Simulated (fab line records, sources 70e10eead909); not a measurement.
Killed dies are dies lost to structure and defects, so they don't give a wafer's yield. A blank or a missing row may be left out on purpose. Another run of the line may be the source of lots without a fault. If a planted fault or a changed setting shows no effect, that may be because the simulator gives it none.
A struck lot beside a sound one	flow nandHarc	13 steps out of a route of 1159
Sound: wafers L548.1, L548.4, L548.5. Struck: wafer L566.6. (L566.3, L566.4 of the same lot were not struck and are left out.) The cause comes at the end.
Order at every step that has rows: each side's tool, ch and its chambers, its first start. Under that, the readings that differ: sound wafers	struck wafers	difference of the means	sigmas: that difference in standard deviations of wafers without a fault.
alike: words and numbers the same on both sides, and readings whose means are apart by under 2 such deviations; not compared: readings that were withheld, readings missing a value for some wafer, numbers with overlapping values and no deviation given by the record, and bounds like >300 which may hide the same value.
The two part at a step that has a row with sigmas, a row that says differs or no value, or rows on one side only. When numbers do not overlap yet have no deviation, they are printed without sigmas and do not part them. A reading missing from all wafers of one side parts the sides only when that side holds two or more wafers.

first, 2 steps without rows for these wafers: NHARC_A_STAIRCASE_HARDBAKE_218 (time 140 s); NHARC_A_STAIRCASE_DESCUM_219 (chemistry O2, time 3 s).
NHARC_A_STAIRCASE_TRIM_220: chemistry O2, time 211.2 s.
  sound on rieDiel-13 ch 0,1,3, day 11 21:59; struck on rieDiel-11 ch 1, day 16 05:40
reading	sound	struck	difference	sigmas
oesProductAu (a.u.)	0.995 0.987 0.992	1.011	+0.020	+3
runLengthS (s)	232.1 232.3 233.0	233.6	+1.1	+3
  alike: drypumpMotorCurrentA, rfVppV, showerheadPlenumPTorr, throttleValvePct
  not compared: rfHoursCounterH
NHARC_A_STAIRCASE_ETCH_221: etches the open film in C4F8/O2, target depth 100 nm, time 40.5 s.
  sound on rieDiel-13 ch 0,3; struck on rieDiel-11 ch 3
  alike: biasW, oesProductAu, rfVppV
  not compared: rfHoursCounterH
then, 3 steps without rows for these wafers: NHARC_A_STAIRCASE_TRIM_222 (chemistry O2, time 211.2 s); NHARC_A_STAIRCASE_ETCH_223 (etches the open film in C4F8/O2, target depth 100 nm, time 40.5 s); NHARC_A_STAIRCASE_TRIM_224 (chemistry O2, time 211.2 s).
NHARC_A_STAIRCASE_ETCH_225: etches the open film in C4F8/O2, target depth 100 nm, time 40.5 s.
  sound on rieDiel-13 ch 0,1,3; struck on rieDiel-11 ch 2
reading	sound	struck	difference	sigmas
oesProductAu (a.u.)	0.926 0.929 0.928	0.964	+0.036	+4
  alike: biasW, rfVppV
  not compared: rfHoursCounterH
NHARC_A_STAIRCASE_TRIM_226: chemistry O2, time 211.2 s.
  sound on rieDiel-13 ch 1,3; struck on rieDiel-11 ch 0
  alike: drypumpMotorCurrentA, oesProductAu, rfVppV, runLengthS, showerheadPlenumPTorr, throttleValvePct
  not compared: rfHoursCounterH
then, 1 step without rows for these wafers: NHARC_A_STAIRCASE_ETCH_227 (etches the open film in C4F8/O2, target depth 100 nm, time 40.5 s).
NHARC_A_STAIRCASE_TRIM_229: chemistry O2, time 211.2 s.
  sound on rieDiel-09 ch 0,1,3, day 11 23:31; struck on rieDiel-09 ch 0, day 16 06:42
reading	sound	struck	difference	sigmas
runLengthS (s)	232.3 232.3 232.3	149.7	-82.6	-99 or more
  alike: drypumpMotorCurrentA, oesProductAu, rfVppV, showerheadPlenumPTorr, throttleValvePct
  not compared: biasW, rfHoursCounterH
NHARC_A_STAIRCASE_ETCH_230: etches the open film in C4F8/O2, target depth 100 nm, time 40.5 s.
  sound on rieDiel-09 ch 1,3; struck on rieDiel-09 ch 2
  alike: biasW, oesProductAu, rfVppV
  not compared: rfHoursCounterH
-- jump in the record: it breaks off in module A_STAIRCASE and resumes in module END (first step shown: number 1159 of the route), and 11 days separate the struck wafers' starts before and after --
NHARC_END_SORT_01:
  here the record holds rows for the struck wafers (prober-02 ch 0, day 27 09:27) but none for the sound ones

## WHERE THEY PART
First at NHARC_A_STAIRCASE_TRIM_220; last, within this record, at NHARC_END_SORT_01.

WHY: what had been put in by the simulator
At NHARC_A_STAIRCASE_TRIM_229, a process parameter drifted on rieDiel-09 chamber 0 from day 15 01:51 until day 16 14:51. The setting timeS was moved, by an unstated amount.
